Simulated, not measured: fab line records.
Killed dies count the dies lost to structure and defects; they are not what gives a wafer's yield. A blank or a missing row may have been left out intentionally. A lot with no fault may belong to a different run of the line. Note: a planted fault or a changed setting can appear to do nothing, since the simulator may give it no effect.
fab line records	flow nandHarc
record: lots: 12	wafers: 36	lastDay: 23
route steps=1159 shown P_M1@308 THIN_TSV@1122 END@1159
lots with no fault: from the same line, run without faults
startH: hours from the record's first day to the start of the lot's first wafer shown	waitH: hours since the lot's step before	" same as the row above	L1.1+2: several wafers, shown together as one row	- either no value or no given start	* or withheld: withheld	< > ~ a bound
route shown NAME@n: names a module that has steps shown in the file, with the first one's number in the route	usual: mean and standard deviation over wafers with no fault	same: alike in all rows	chamber/n: place in a boat	sites: the reading at each site	_std_site: their standard deviation	_edge_site: outer sites' mean less inner sites'	radiusMm: for every site, how far away it sits from the centre of the wafer	mask NAME#n: copy n	behind: the tool/chamber that last shaped the wafer	hold: why the lot went on hold/how many hours it stayed there/how the hold came to an end	device: the transistor (n, p or np) that didn't switch	end of line: tests run on the same wafers once the route is complete	a step without rows: its recipe alone	killed: dies lost to structure and defects at the first sort, not the wafer's yield	map: the dies of a wafer, with x for killed, . for not killed, _ for no die there
set.NAME: the setting that was run; set.NAME@STEP: the one run at that earlier step	model.NAME: the simulator's own value behind a step, which no gauge read
steps of the route over a sample of lots; a table a step, a row a wafer
services: the hour from which a tool's chamber was out of use, counted from the record's first day as startH (under 0 if before that day), plus the number of hours and why
== steps ==
step: NHARC_P_M1_PVD_21
recipe: targetThkA: 300	chamberPressurePa: 5	powerW: 5000	substrateTempC: 30	timeS: 20.49	material: Cu
usual: chamberPressurePa: 5.001/0.0095	throttleValvePct: 30.2/0.96
lot.wafer	tool	chamber	startH	waitH	chamberPressurePa	throttleValvePct
L486.1	pvdSputter-01	-	121.88	-	5.002	30.2
L486.5	"	-	"	"	4.987	30.2
L486.6	"	-	"	"	4.991	30.8
L488.4	pvdSputter-03	-	135.36	-	4.986	32.0
L488.3	"	-	"	"	5.000	29.6
L488.5	"	-	"	"	4.988	32.2
L489.4	pvdSputter-01	-	138.52	-	4.985	30.5
L489.3	"	-	"	"	5.016	30.1
L489.6	"	-	"	"	4.991	30.3
L490.2	pvdSputter-02	-	149.01	-	5.006	29.5
L490.6	"	-	"	"	5.020	29.5
L490.5	"	-	"	"	5.009	28.4
L491.4	pvdSputter-03	-	149.86	-	5.003	29.6
L491.5	"	-	"	"	5.001	29.4
L491.6	"	-	"	"	4.996	31.0
L493.3	pvdSputter-03	-	156.75	-	5.000	31.1
L493.4	"	-	"	"	5.018	32.3
L493.1	"	-	"	"	4.988	31.1
L495.4	pvdSputter-02	-	173.73	-	5.000	28.6
L495.1	"	-	"	"	5.009	28.6
L495.6	"	-	"	"	5.006	29.6
L494.2	pvdSputter-01	-	176.44	-	4.994	30.3
L494.5	"	-	"	"	4.992	30.2
L494.6	"	-	"	"	4.998	29.8
L496.4	pvdSputter-03	-	184.48	-	5.010	31.2
L496.6	"	-	"	"	5.020	31.9
L496.5	"	-	"	"	5.013	29.6
L497.3	pvdSputter-02	-	198.97	-	5.001	29.5
L497.2	"	-	"	"	4.992	28.5
L497.5	"	-	"	"	4.996	28.5
L500.1	pvdSputter-02	-	207.23	-	4.999	30.1
L500.5	"	-	"	"	5.005	30.1
L500.6	"	-	"	"	5.004	29.5
L503.4	pvdSputter-02	-	227.11	-	5.019	30.8
L503.1	"	-	"	"	5.001	29.2
L503.6	"	-	"	"	5.004	30.2
step: NHARC_THIN_TSV_STRIP_45
recipe: powerW: 1500	tempC: 250	chemistry: O2
usual: drypumpMotorCurrentA: 6.0/0.51	heaterPowerW: 340/37
lot.wafer	tool	chamber	startH	waitH	drypumpMotorCurrentA	heaterPowerW	rfHoursCounterH
L489.4	plasmaAsher-01	1	428.88	0.2	6.3	327	-
L489.3	"	0	"	"	6.5	370	-
L489.6	"	1	"	"	6.3	337	-
L486.1	plasmaAsher-02	0	429.93	0.1	5.2	282	20
L486.5	"	0	"	"	5.2	284	-
L486.6	"	1	"	"	6.0	374	-
L488.4	plasmaAsher-01	0	435.70	0.2	6.5	379	-
L488.3	"	1	"	"	6.3	326	-
L488.5	"	0	"	"	6.5	369	-
L491.4	plasmaAsher-01	1	448.70	0.2	6.3	323	-
L491.6	"	0	"	"	6.5	369	-
L491.5	"	1	"	"	6.3	324	-
L490.2	plasmaAsher-02	1	456.14	0.1	6.0	368	28
L490.6	"	1	"	"	6.0	368	-
L490.5	"	0	"	"	5.1	288	-
L493.1	plasmaAsher-02	0	457.42	0.1	5.2	277	29
L493.4	"	1	"	"	6.0	363	-
L493.3	"	0	"	"	5.2	278	-
L495.1	plasmaAsher-01	1	466.93	0.1	6.3	350	3
L495.4	"	1	"	"	6.3	348	-
L495.6	"	1	"	"	6.3	339	-
L494.2	plasmaAsher-02	0	480.13	0.1	5.1	279	39
L494.6	"	0	"	"	5.2	283	-
L494.5	"	1	"	"	5.9	368	-
L496.4	plasmaAsher-02	1	481.18	0.2	6.0	368	-
L496.5	"	1	"	"	6.0	369	-
L496.6	"	0	"	"	5.2	283	-
L500.1	plasmaAsher-01	1	493.14	0.1	6.3	351	11
L500.6	"	0	"	"	6.5	366	-
L500.5	"	1	"	"	6.3	345	-
L497.2	plasmaAsher-01	1	501.66	0.1	6.3	353	15
L497.3	"	0	"	"	6.5	379	-
L497.5	"	1	"	"	6.3	349	-
L503.1	plasmaAsher-01	1	535.94	0.1	6.3	345	26
L503.4	"	1	"	"	6.3	349	-
L503.6	"	1	"	"	6.3	351	-
step: NHARC_THIN_TSV_CMP_21
recipe: tOverpolishS: 30	targetThkNm: 2000
usual: motorCurrentA: 11.4/1.3	overpolishRunS: 30.000/0.0087
lot.wafer	tool	chamber	startH	waitH	motorCurrentA	overpolishRunS
L489.3	cmp-04	1	432.09	-	12.3	29.983
L489.4	"	2	"	"	9.4	30.003
L489.6	"	1	"	"	12.7	30.010
L486.1	cmp-04	1	433.29	-	12.1	30.003
L486.6	"	2	"	"	9.2	29.994
L486.5	"	3	"	"	11.7	30.000
L488.3	cmp-03	1	438.87	-	13.5	29.993
L488.4	"	3	"	"	14.1	30.003
L488.5	"	2	"	"	12.8	30.009
L491.4	cmp-04	3	452.15	-	12.5	29.997
L491.6	"	1	"	"	12.7	30.010
L491.5	"	2	"	"	9.1	29.994
L490.2	cmp-04	3	460.01	-	12.1	29.986
L490.5	"	0	"	"	11.0	30.000
L490.6	"	1	"	"	12.4	30.003
L493.1	cmp-02	1	460.74	-	10.1	30.001
L493.3	"	2	"	"	10.2	30.002
L493.4	"	3	"	"	11.6	29.995
L495.1	cmp-02	0	470.21	-	11.2	30.013
L495.4	"	1	"	"	9.4	29.995
L495.6	"	0	"	"	10.6	29.997
L494.2	cmp-02	3	483.41	-	11.6	29.990
L494.6	"	3	"	"	11.6	29.990
L494.5	"	0	"	"	10.9	29.992
L496.4	cmp-02	3	484.49	-	12.2	29.995
L496.5	"	0	"	"	11.3	30.006
L496.6	"	1	"	"	10.4	30.010
L500.1	cmp-04	1	496.44	-	13.0	30.011
L500.6	"	2	"	"	10.4	30.008
L500.5	"	3	"	"	12.1	30.002
L497.3	cmp-04	2	504.97	-	9.5	30.011
L497.2	"	0	"	"	11.7	29.997
L497.5	"	3	"	"	12.0	30.017
L503.4	cmp-02	3	539.51	-	12.0	29.999
L503.1	"	1	"	"	9.2	29.987
L503.6	"	0	"	"	11.1	30.002
step: NHARC_THIN_TSV_PRE_CLEAN_54
recipe: timeS: 30	tempC: 280	gas: H2/He
usual: heaterPowerW: 415/65
lot.wafer	tool	chamber	startH	waitH	heaterPowerW
L489.4	pvdSputter-03	-	432.62	0.0	456
L489.3	"	-	"	"	351
L489.6	"	-	"	"	358
L486.1	pvdSputter-03	-	433.76	0.1	467
L486.6	"	-	"	"	403
L486.5	"	-	"	"	414
L488.4	pvdSputter-01	-	439.42	0.1	390
L488.3	"	-	"	"	389
L488.5	"	-	"	"	421
L491.4	pvdSputter-03	-	452.65	0.1	470
L491.5	"	-	"	"	408
L491.6	"	-	"	"	435
L490.2	pvdSputter-03	-	460.46	0.1	396
L490.5	"	-	"	"	401
L490.6	"	-	"	"	439
L493.1	pvdSputter-01	-	461.27	0.0	419
L493.3	"	-	"	"	406
L493.4	"	-	"	"	401
L495.4	pvdSputter-02	-	470.73	0.1	391
L495.1	"	-	"	"	449
L495.6	"	-	"	"	334
L494.2	pvdSputter-03	-	483.96	0.1	467
L494.5	"	-	"	"	383
L494.6	"	-	"	"	450
L496.4	pvdSputter-02	-	484.97	0.1	388
L496.6	"	-	"	"	467
L496.5	"	-	"	"	372
L500.1	pvdSputter-01	-	496.89	0.0	399
L500.6	"	-	"	"	413
L500.5	"	-	"	"	601
L497.3	pvdSputter-02	-	505.51	0.1	328
L497.2	"	-	"	"	444
L497.5	"	-	"	"	388
L503.4	pvdSputter-01	-	540.05	0.0	422
L503.1	"	-	"	"	395
L503.6	"	-	"	"	562
step: NHARC_END_SORT_01
recipe: tempC: 25
usual: defectLimitedYield: 95.7/1.6	killedAtArray: 25/9.7	killedAtOther: 0.7/0.87	killedAtPeriphery: 3.3/2.3	killedDies: 29/11	killedOpen: 3.6/2.1	killedShort: 2.3/1.7	sort_bin_2_pct: 1.4/0.62	sort_bin_3_pct: 0.25/0.21	sort_bin_4_pct: 2.7/1	sortNPass: 648/11	sortRimYieldPct: 94/3.2	sortYieldPct: 95.7/1.6
same: grossDies: 677	sort_bin_5_pct[%]: 0	sort_bin_6_pct[%]: 0	sort_bin_7_pct[%]: 0	sort_bin_8_pct[%]: 0	sortRimNGross: 106.00
lot.wafer	tool	chamber	startH	waitH	defectLimitedYield[%]	killedAtArray	killedAtOther	killedAtPeriphery	killedDies	killedOpen	killedShort	sort_bin_2_pct[%]	sort_bin_3_pct[%]	sort_bin_4_pct[%]	sortNPass	sortRimYieldPct[%]	sortYieldPct[%]
L489.3	prober-01	0	443.81	3.1	98.7	7	1	1	9	2	0	0.6	0.15	0.6	668	100	98.7
L489.4	prober-01	0	444.60	3.4	98.1	11	1	1	13	5	0	0	0.15	1.8	664	97	98.1
L489.6	prober-01	0	446.17	3.9	97.6	13	1	2	16	3	2	0.4	0.44	1.5	661	99	97.6
L486.1	prober-01	0	449.96	2.5	95.9	27	0	1	28	6	2	1.0	0.59	2.5	649	94	95.9
L486.5	prober-01	0	453.19	3.7	97.6	16	0	0	16	5	2	1.0	0.15	1.2	661	98	97.6
L486.6	prober-01	0	454.00	4.0	96.5	19	2	3	24	3	2	1.3	0.30	1.9	653	98	96.5
L488.3	prober-02	0	453.38	3.1	96.2	22	0	4	26	1	1	1.3	0	2.5	651	92	96.2
L488.4	prober-02	0	454.19	3.4	95.9	23	1	4	28	3	3	1.3	0.59	2.2	649	92	95.9
L488.5	prober-02	0	454.99	3.7	97.6	12	0	4	16	1	2	0.9	0.30	1.2	661	94	97.6
L491.4	prober-02	0	463.26	3.4	98.7	6	0	3	9	1	1	0.3	0	1.0	668	98	98.7
L491.5	prober-02	0	464.07	3.7	97.9	12	0	2	14	4	2	0	0	2.1	663	97	97.9
L491.6	prober-02	0	464.88	4.0	98.5	6	0	4	10	2	1	0.6	0	0.9	667	100	98.5
L493.1	prober-02	0	470.33	2.5	95.3	30	0	2	32	4	8	1.5	0.59	2.7	645	92	95.3
L493.3	prober-02	0	471.91	3.1	95.3	30	0	2	32	2	2	1.6	0.30	2.8	645	92	95.3
L493.4	prober-02	0	472.71	3.4	95.9	25	0	3	28	8	0	1.2	0.15	2.8	649	95	95.9
L490.2	prober-01	0	471.08	2.8	94.1	36	0	4	40	8	2	1.9	0.30	3.7	637	86	94.1
L490.5	prober-01	0	473.45	3.6	94.5	32	0	5	37	6	1	2.1	0.30	3.1	640	94	94.5
L490.6	prober-01	0	474.23	3.9	96.6	21	1	1	23	2	1	1.2	0.15	2.1	654	93	96.6
L495.1	prober-01	0	480.85	2.5	96.6	20	2	1	23	4	1	1.5	0	1.9	654	94	96.6
L495.4	prober-01	0	483.26	3.4	95.0	31	1	2	34	6	2	2.1	0	3.0	643	94	95.0
L495.6	prober-01	0	484.87	4.0	96.6	18	1	4	23	5	2	1.5	0.15	1.8	654	92	96.6
L494.2	prober-01	0	494.71	2.8	94.8	28	0	7	35	1	5	1.6	0.15	3.4	642	96	94.8
L494.5	prober-01	0	497.12	3.7	95.7	22	0	7	29	4	1	1.5	0.15	2.7	648	93	95.7
L494.6	prober-01	0	497.92	4.0	96.2	21	0	5	26	3	5	1.3	0	2.5	651	97	96.2
L496.4	prober-02	0	496.36	3.4	94.7	30	1	5	36	1	4	1.3	0.59	3.4	641	89	94.7
L496.5	prober-02	0	497.16	3.7	93.6	30	1	12	43	5	3	2.2	0.30	3.8	634	89	93.6
L496.6	prober-02	0	497.96	4.0	92.9	36	2	10	48	3	2	1.9	0.30	4.9	629	89	92.9
L500.1	prober-01	0	508.15	2.5	95.7	26	0	3	29	4	9	1.0	0.30	3.0	648	90	95.7
L500.5	prober-01	0	511.33	3.7	94.8	29	0	6	35	4	4	1.8	0.44	3.0	642	93	94.8
L500.6	prober-01	0	512.12	4.0	83.0	25	1	89	115	7	4	7.2	4.73	5.0	562	75	83.0
L497.2	prober-02	0	523.12	2.8	96.8	19	0	3	22	3	2	1.0	0	2.2	655	96	96.8
L497.3	prober-02	0	523.93	3.1	96.0	23	0	4	27	3	2	2.4	0.15	1.5	650	94	96.0
L497.5	prober-02	0	525.55	3.7	96.2	22	0	4	26	1	4	1.0	0.59	2.2	651	92	96.2
L503.1	prober-02	0	550.59	2.5	93.9	39	1	1	41	2	1	2.2	0.44	3.4	636	92	93.9
L503.4	prober-02	0	553.00	3.4	92.9	44	0	4	48	6	2	2.5	0.15	4.4	629	91	92.9
L503.6	prober-02	0	554.61	4.0	82.4	35	0	84	119	2	4	5.5	6.06	6.1	558	80	82.4
killed by level:class
L489.3 A_CHANNEL_HOLE_D1:chamberFilmFlake=3 P_CONTACT:geometricParticle:open=1 A_WL_FILL:geometricParticle:open=1 A_CONTACT:chamberFilmFlake=1 A_STAIRCASE:chamberFilmFlake=1 A_SLIT:chamberFilmFlake=1 THIN_TSV:chamberFilmFlake=1
L489.4 A_STAIRCASE:chamberFilmFlake=4 A_M0:geometricParticle:open=2 A_CONTACT:chamberFilmFlake=2 P_CONTACT:geometricParticle:open=1 A_CHANNEL_FILL_D1:geometricParticle:open=1 A_WL_FILL:geometricParticle:open=1 A_CHANNEL_HOLE_D1:chamberFilmFlake=1 THIN_TSV:chamberFilmFlake=1
L489.6 A_CONTACT:chamberFilmFlake=7 A_CHANNEL_HOLE_D1:chamberFilmFlake=2 P_STI:geometricParticle:open=1 P_CONTACT:geometricParticle:open=1 A_WL_FILL:geometricParticle:short=1 A_CONTACT:geometricParticle:open=1 A_BONDPAD:geometricParticle:short=1 A_STAIRCASE:chamberFilmFlake=1
L486.1 A_SLIT:chamberFilmFlake=10 A_CHANNEL_HOLE_D1:chamberFilmFlake=6 A_CHANNEL_FILL_D1:geometricParticle:open=2 A_CHANNEL_FILL_D1:geometricParticle:short=2 A_CONTACT:chamberFilmFlake=2 P_M0:geometricParticle:open=1 A_ONON_D1:geometricParticle:open=1 A_STAIRCASE:geometricParticle:open=1
L486.5 A_SLIT:chamberFilmFlake=6 A_ONON_D1:geometricParticle:open=1 A_CHANNEL_HOLE_D1:geometricParticle:open=1 A_CHANNEL_FILL_D1:geometricParticle:open=1 A_WL_FILL:geometricParticle:short=1 A_BLC:geometricParticle:open=1 A_M0:geometricParticle:short=1 A_M1:geometricParticle:open=1
L488.3 A_SLIT:chamberFilmFlake=12 A_CHANNEL_HOLE_D1:chamberFilmFlake=6 P_M1:chamberFilmFlake=2 A_CONTACT:chamberFilmFlake=2 P_CONTACT:geometricParticle:open=1 A_CHANNEL_FILL_D1:geometricParticle:short=1 P_M0:chamberFilmFlake=1 A_STAIRCASE:chamberFilmFlake=1
L486.6 A_SLIT:chamberFilmFlake=14 A_CONTACT:geometricParticle:open=2 THIN_TSV:chamberFilmFlake=2 P_CONTACT:geometricParticle:open=1 A_ONON_D1:geometricParticle:short=1 A_STAIRCASE:geometricParticle:short=1 P_GATE:chamberFilmFlake=1 P_M2:chamberFilmFlake=1
L488.4 A_CHANNEL_HOLE_D1:chamberFilmFlake=7 A_SLIT:chamberFilmFlake=7 P_M1:chamberFilmFlake=3 A_M0:geometricParticle:short=2 A_STAIRCASE:chamberFilmFlake=2 A_SOURCE_PLATE:geometricParticle:open=1 A_ONON_D1:geometricParticle:open=1 A_CHANNEL_FILL_D1:geometricParticle:short=1
L488.5 A_CHANNEL_HOLE_D1:chamberFilmFlake=4 A_SLIT:chamberFilmFlake=4 P_M1:chamberFilmFlake=3 A_WL_FILL:geometricParticle:short=1 A_M0:geometricParticle:open=1 A_M0:geometricParticle:short=1 P_STI:chamberFilmFlake=1 A_STAIRCASE:chamberFilmFlake=1
L491.4 A_CHANNEL_HOLE_D1:chamberFilmFlake=3 P_M0:geometricParticle:open=1 A_SLIT:geometricParticle:short=1 P_ZERO_WELL:chamberFilmFlake=1 P_BONDPAD:chamberFilmFlake=1 A_STAIRCASE:chamberFilmFlake=1 A_SLIT:chamberFilmFlake=1
L491.5 A_CHANNEL_HOLE_D1:chamberFilmFlake=3 P_BONDPAD:chamberFilmFlake=2 A_SOURCE_PLATE:geometricParticle:short=1 A_CHANNEL_FILL_D1:geometricParticle:open=1 A_WL_FILL:geometricParticle:short=1 A_CONTACT:geometricParticle:open=1 A_BLC:geometricParticle:open=1 A_M1:geometricParticle:open=1
L491.6 P_BONDPAD:chamberFilmFlake=2 A_CHANNEL_HOLE_D1:chamberFilmFlake=2 A_CONTACT:chamberFilmFlake=2 P_M0:geometricParticle:open=1 P_M2:geometricParticle:open=1 A_WL_FILL:geometricParticle:short=1 A_WL_FILL:chamberFilmFlake=1
L493.1 A_SLIT:chamberFilmFlake=10 A_M0:chamberFilmFlake=4 A_CHANNEL_FILL_D1:geometricParticle:short=3 A_M0:geometricParticle:short=3 A_CHANNEL_HOLE_D1:chamberFilmFlake=3 A_ONON_D1:geometricParticle:open=2 P_M2:geometricParticle:open=1 A_ONON_D1:geometricParticle:short=1
L490.2 A_CHANNEL_HOLE_D1:chamberFilmFlake=11 A_SLIT:chamberFilmFlake=9 A_CONTACT:chamberFilmFlake=4 A_CONTACT:geometricParticle:open=3 A_M0:chamberFilmFlake=3 P_GATE:chamberFilmFlake=2 P_GATE:geometricParticle:open=1 P_M0:geometricParticle:open=1
L493.3 A_SLIT:chamberFilmFlake=14 A_CHANNEL_HOLE_D1:chamberFilmFlake=5 A_M0:chamberFilmFlake=3 A_STAIRCASE:chamberFilmFlake=2 A_CONTACT:chamberFilmFlake=2 A_ONON_D1:geometricParticle:short=1 A_WL_FILL:geometricParticle:open=1 A_WL_FILL:geometricParticle:short=1
L493.4 A_SLIT:chamberFilmFlake=12 A_CHANNEL_HOLE_D1:chamberFilmFlake=5 A_CONTACT:geometricParticle:open=2 A_CONTACT:chamberFilmFlake=2 P_CONTACT:geometricParticle:open=1 P_M0:geometricParticle:open=1 A_SOURCE_PLATE:geometricParticle:open=1 A_ONON_D1:geometricParticle:open=1
L490.5 A_CHANNEL_HOLE_D1:chamberFilmFlake=11 A_SLIT:chamberFilmFlake=8 A_CONTACT:chamberFilmFlake=4 A_M0:chamberFilmFlake=3 A_BLC:geometricParticle:open=2 P_ZERO_WELL:chamberFilmFlake=2 P_GATE:chamberFilmFlake=2 P_M0:geometricParticle:open=1
L490.6 A_CHANNEL_HOLE_D1:chamberFilmFlake=8 A_SLIT:chamberFilmFlake=7 A_STAIRCASE:chamberFilmFlake=2 A_CONTACT:chamberFilmFlake=2 A_CONTACT:geometricParticle:short=1 A_CONTACT:geometricParticle:open=1 P_M1:chamberFilmFlake=1 STARTING-WAFER:geometricParticle:open=1
L495.1 A_CHANNEL_HOLE_D1:chamberFilmFlake=8 A_CONTACT:chamberFilmFlake=4 A_ONON_D1:geometricParticle:open=2 A_ZERO_WELL:chamberFilmFlake=2 THIN_TSV:chamberFilmFlake=2 A_CHANNEL_FILL_D1:geometricParticle:short=1 A_CONTACT:geometricParticle:open=1 A_M0:geometricParticle:open=1
L495.4 A_CHANNEL_HOLE_D1:chamberFilmFlake=19 A_CONTACT:chamberFilmFlake=4 A_CONTACT:geometricParticle:open=2 A_ZERO_WELL:chamberFilmFlake=2 P_CONTACT:geometricParticle:open=1 P_M2:geometricParticle:open=1 A_WL_FILL:geometricParticle:short=1 A_WL_FILL:geometricParticle:open=1
L495.6 A_CHANNEL_HOLE_D1:chamberFilmFlake=12 A_CONTACT:geometricParticle:open=2 P_CONTACT:geometricParticle:open=1 P_M1:geometricParticle:open=1 A_CHANNEL_FILL_D1:geometricParticle:short=1 A_WL_FILL:geometricParticle:short=1 A_M0:geometricParticle:open=1 P_ZERO_WELL:chamberFilmFlake=1
L494.2 A_CONTACT:chamberFilmFlake=9 A_BONDPAD:chamberFilmFlake=5 A_STAIRCASE:chamberFilmFlake=4 P_ZERO_WELL:chamberFilmFlake=3 P_GATE:chamberFilmFlake=3 A_SOURCE_PLATE:geometricParticle:short=2 A_CHANNEL_HOLE_D1:chamberFilmFlake=2 A_SLIT:chamberFilmFlake=2
L496.4 A_CHANNEL_HOLE_D1:chamberFilmFlake=13 A_SLIT:chamberFilmFlake=8 A_ONON_D1:geometricParticle:short=2 P_GATE:chamberFilmFlake=2 P_CONTACT:chamberFilmFlake=2 A_WL_FILL:chamberFilmFlake=2 A_BONDPAD:chamberFilmFlake=2 A_WL_FILL:geometricParticle:short=1
L494.5 A_CONTACT:chamberFilmFlake=7 A_CHANNEL_HOLE_D1:chamberFilmFlake=5 A_WL_FILL:geometricParticle:open=3 P_GATE:chamberFilmFlake=3 A_WL_FILL:chamberFilmFlake=3 P_ZERO_WELL:chamberFilmFlake=2 A_BONDPAD:chamberFilmFlake=2 P_CONTACT:geometricParticle:open=1
L496.5 A_SLIT:chamberFilmFlake=13 A_CHANNEL_HOLE_D1:chamberFilmFlake=8 P_CONTACT:chamberFilmFlake=6 P_M0:geometricParticle:open=2 P_M2:chamberFilmFlake=2 A_CONTACT:chamberFilmFlake=2 P_STI:geometricParticle:short=1 A_ONON_D1:geometricParticle:open=1
L494.6 A_CONTACT:chamberFilmFlake=3 P_GATE:chamberFilmFlake=3 A_CHANNEL_HOLE_D1:chamberFilmFlake=3 A_SLIT:chamberFilmFlake=3 A_BONDPAD:chamberFilmFlake=3 A_CONTACT:geometricParticle:open=2 P_M0:geometricParticle:open=1 A_SOURCE_PLATE:geometricParticle:short=1
L496.6 A_CHANNEL_HOLE_D1:chamberFilmFlake=14 A_SLIT:chamberFilmFlake=12 P_CONTACT:chamberFilmFlake=6 A_CONTACT:chamberFilmFlake=3 A_STAIRCASE:chamberFilmFlake=3 THIN_TSV:chamberFilmFlake=2 P_M0:geometricParticle:short=1 P_M0:geometricParticle:open=1
L500.1 A_CHANNEL_HOLE_D1:chamberFilmFlake=10 A_ONON_D1:geometricParticle:short=3 A_WL_FILL:geometricParticle:short=3 A_STAIRCASE:chamberFilmFlake=3 A_CONTACT:chamberFilmFlake=2 P_M0:geometricParticle:short=1 P_BONDPAD:geometricParticle:open=1 A_ONON_D1:geometricParticle:open=1
L500.5 A_CHANNEL_HOLE_D1:chamberFilmFlake=14 A_WL_FILL:geometricParticle:short=4 A_STAIRCASE:chamberFilmFlake=4 P_GATE:chamberFilmFlake=3 P_ZERO_WELL:chamberFilmFlake=2 A_WL_FILL:chamberFilmFlake=2 A_ONON_D1:geometricParticle:open=1 A_CHANNEL_HOLE_D1:geometricParticle:open=1
L500.6 P_M1:unspecified=83 A_CHANNEL_HOLE_D1:chamberFilmFlake=11 A_STAIRCASE:chamberFilmFlake=4 A_CONTACT:geometricParticle:open=3 P_STI:chamberFilmFlake=2 P_CONTACT:geometricParticle:open=1 P_M0:geometricParticle:open=1 P_M1:geometricParticle:short=1
L497.2 A_CHANNEL_HOLE_D1:chamberFilmFlake=9 A_CONTACT:chamberFilmFlake=4 A_STAIRCASE:chamberFilmFlake=2 P_M0:geometricParticle:short=1 P_M1:geometricParticle:open=1 A_CHANNEL_FILL_D1:geometricParticle:short=1 A_CONTACT:geometricParticle:open=1 A_BLC:geometricParticle:open=1
L497.3 A_CHANNEL_HOLE_D1:chamberFilmFlake=9 A_CONTACT:chamberFilmFlake=7 A_STAIRCASE:chamberFilmFlake=3 A_BLC:geometricParticle:open=2 P_GATE:chamberFilmFlake=2 P_ZERO_WELL:geometricParticle:short=1 P_M0:geometricParticle:open=1 A_M0:geometricParticle:short=1
L497.5 A_CHANNEL_HOLE_D1:chamberFilmFlake=11 P_GATE:chamberFilmFlake=4 A_STAIRCASE:chamberFilmFlake=4 A_CHANNEL_FILL_D1:geometricParticle:short=2 A_CONTACT:chamberFilmFlake=2 A_SOURCE_PLATE:geometricParticle:short=1 A_M0:geometricParticle:open=1 A_M0:geometricParticle:short=1
L503.1 A_CHANNEL_HOLE_D1:chamberFilmFlake=18 A_SLIT:chamberFilmFlake=15 P_STI:geometricParticle:open=1 A_ONON_D1:geometricParticle:short=1 STARTING-WAFER:geometricParticle:open=1 A_ZERO_WELL:chamberFilmFlake=1 A_CHANNEL_FILL_D1:chamberFilmFlake=1 A_STAIRCASE:chamberFilmFlake=1
L503.4 A_SLIT:chamberFilmFlake=17 A_CHANNEL_HOLE_D1:chamberFilmFlake=12 A_CONTACT:chamberFilmFlake=4 A_ZERO_WELL:chamberFilmFlake=2 A_STAIRCASE:chamberFilmFlake=2 P_GATE:geometricParticle:open=1 P_M0:geometricParticle:open=1 A_CHANNEL_FILL_D1:geometricParticle:short=1
L503.6 P_M1:unspecified=81 A_SLIT:chamberFilmFlake=15 A_CHANNEL_HOLE_D1:chamberFilmFlake=12 A_STAIRCASE:chamberFilmFlake=3 P_CONTACT:geometricParticle:open=1 P_M0:geometricParticle:short=1 A_ONON_D1:geometricParticle:short=1 A_SGD_CUT:geometricParticle:short=1
== services ==
tool	chamber	startH	hours	kind
plasmaAsher-01	-	99.26	9.0	pm
pvdSputter-02	-	100.39	1.8	repair
cmp-04	-	105.00	4.0	pm
pvdSputter-03	-	113.75	10.0	pm
cmp-04	-	135.52	11.2	repair
pvdSputter-03	-	137.46	9.7	repair
pvdSputter-01	-	158.00	10.0	pm
pvdSputter-02	-	214.00	10.0	pm
plasmaAsher-01	-	276.26	9.0	pm
pvdSputter-03	-	291.78	10.0	pm
pvdSputter-03	-	320.75	1.4	repair
pvdSputter-01	-	331.68	0.9	repair
pvdSputter-01	-	336.00	10.0	pm
plasmaAsher-01	-	356.87	1.1	repair
pvdSputter-02	-	392.00	10.0	pm
plasmaAsher-01	-	453.26	9.0	pm
pvdSputter-01	-	464.32	6.8	repair
pvdSputter-03	-	469.78	10.0	pm
pvdSputter-03	-	492.24	10.0	repair
pvdSputter-03	-	508.54	2.2	repair
plasmaAsher-01	-	510.48	0.6	repair
pvdSputter-01	-	514.00	10.0	pm
pvdSputter-02	-	516.52	2.5	repair
pvdSputter-03	-	535.15	3.3	repair
== key ==
firstSign: step: NHARC_END_SORT_01	reading: killedAtPeriphery	direction: up	sigmas: 36	usual: 3.3	struck: 86.5
effect: step: NHARC_END_SORT_01	reading: killedDies	direction: up	sigmas: 8.3	usual: 29	struck: 117
moreKillsBornAt: NHARC_P_M1_PVD_21@pvdSputter-02: 164
metAt NHARC_P_M1_PVD_21
struckLots L500,L503
struckWafers L500.6,L503.6
notActingAt NHARC_THIN_TSV_STRIP_45,NHARC_THIN_TSV_CMP_21,NHARC_THIN_TSV_PRE_CLEAN_54
onsetBetween 198.97 207.23
fault: kind: chamberParticleSource	tool: pvdSputter-02	chamber: -	onsetH: 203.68	steps: NHARC_P_M1_PVD_21	ratePerVisitCm2: 1.9639	endH: 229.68	scope: struckWafersOnly
